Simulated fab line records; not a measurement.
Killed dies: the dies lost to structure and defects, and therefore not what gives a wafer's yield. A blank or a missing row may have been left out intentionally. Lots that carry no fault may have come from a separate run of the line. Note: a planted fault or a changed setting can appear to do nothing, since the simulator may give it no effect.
One fault through the eyes of 3 desks || flow n5Finfet || only its own numbers are on each desk; what lay behind them is given at the end

== THE DEFECT DESK ==
Per lot, the means of the sampled wafers with a number show what the inspections along the route counted. Any lot whose mean is over 4 standard deviations away from the usual mean is out of limits and marked OUT; that distance is given in the brackets.
Columns: A = rawDefectCount at N5_SD_EPI_P_INSPECT_26, usual 165; B = rawDefectCount at N5_SD_ACTIVATION_INSPECT_02, usual 165; C = rawDefectCount at N5_ILD0_INSPECT_06, usual 35
{"lot": "L822", "first seen here": "day 3 10:45", "A": 148, "B": 144, "C": 23}
{"lot": "L823", "first seen here": "day 3 15:19", "A": 115, "B": 112, "C": 25}
{"lot": "L827", "first seen here": "day 4 14:43", "A": 157, "B": 158, "C": 38}
{"lot": "L837", "first seen here": "day 7 03:52", "A": 226, "B": 224, "C": 27}
{"lot": "L838", "first seen here": "day 7 09:32", "A": 157, "B": 157, "C": 30}
{"lot": "L845", "first seen here": "day 9 02:49", "A": 165, "B": 159, "C": 18}
Finding of this desk: none of the 6 lots has anything out of limits.

== FOR THE TOOL OWNER'S DESK: epiRpcvd-01 ==
The tool's own readings at N5_SD_EPI_P_EPI_21 (deposits SiGe:B, time 355 s): means of the sampled wafers that have a number, for each lot that ran on this tool. Any lot whose mean is over 4 standard deviations away from the usual mean is out of limits and marked OUT; that distance is given in the brackets.
Columns: A = lampInnerPct at N5_SD_EPI_P_EPI_21, usual 11.6 %
{"lot": "L823", "first seen here": "day 3 12:56", "A": 11.0}
{"lot": "L837", "first seen here": "day 7 01:30", "A": 11.1}
{"lot": "L838", "first seen here": "day 7 07:08", "A": 11.0}
Finding of this desk: none of the 3 lots has anything out of limits.

== AT THE METROLOGY DESK ==
What the gauges read, lot by lot, whatever tool the lot ran on: means of the sampled wafers that have a number. Any lot whose mean is over 4 standard deviations away from the usual mean is out of limits and marked OUT; that distance is given in the brackets.
Columns: A = thkNm at N5_SD_EPI_P_EPI_MEAS_23, usual 61.0 nm; B = thkNm at N5_ILD0_THK_MEAS_04, usual 197.3 nm; C = thkNm at N5_ILD0_THK_MEAS_08, usual 139.5 nm; D = thkNm at N5_ILD0_THK_MEAS_13, usual 18.5 nm
{"lot": "L822", "first seen here": "day 3 10:34", "A": 63.5, "B": 197.2, "C": 140.1, "D": 17.2}
{"lot": "L823", "first seen here": "day 3 15:08", "A": 60.6, "B": 198.3, "C": 137.5, "D": 17.6}
{"lot": "L827", "first seen here": "day 4 14:32", "A": 60.9, "B": 196.0, "C": 140.6, "D": 18.0}
{"lot": "L837", "first seen here": "day 7 03:41", "A": 57.2, "B": 194.0, "C": 138.9, "D": 17.9}
{"lot": "L838", "first seen here": "day 7 09:21", "A": "55.5 (-4.2) OUT", "B": 198.0, "C": 138.8, "D": 17.0}
{"lot": "L845", "first seen here": "day 9 02:38", "A": 61.3, "B": 195.7, "C": 140.6, "D": 18.2}
This desk's verdict: out of limits on L838, starting with L838 at day 7 09:21 (thkNm at N5_SD_EPI_P_EPI_MEAS_23). L822, L823, L827, L837, L845: within limits.

== ALL TOGETHER ==
At day 7 09:21 the metrology desk could have sounded an alarm, on L838.
No out-of-limits result turned up at the defect desk.
Nothing out of limits was seen by the tool owner's desk.
The defect desk has L838 on record, within its limits.
Tool owner's desk: L838 on record, inside its limits.
On epiRpcvd-01, each named lot ran N5_SD_EPI_P_EPI_21.

== WHAT THE SIMULATOR HAD PUT IN ==
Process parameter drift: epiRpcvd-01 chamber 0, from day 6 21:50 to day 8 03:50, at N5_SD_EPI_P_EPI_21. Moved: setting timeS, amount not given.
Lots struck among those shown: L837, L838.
Per desk, hours elapsed from the start of the fault to the first reading out of limits: for the metrology desk, 12.
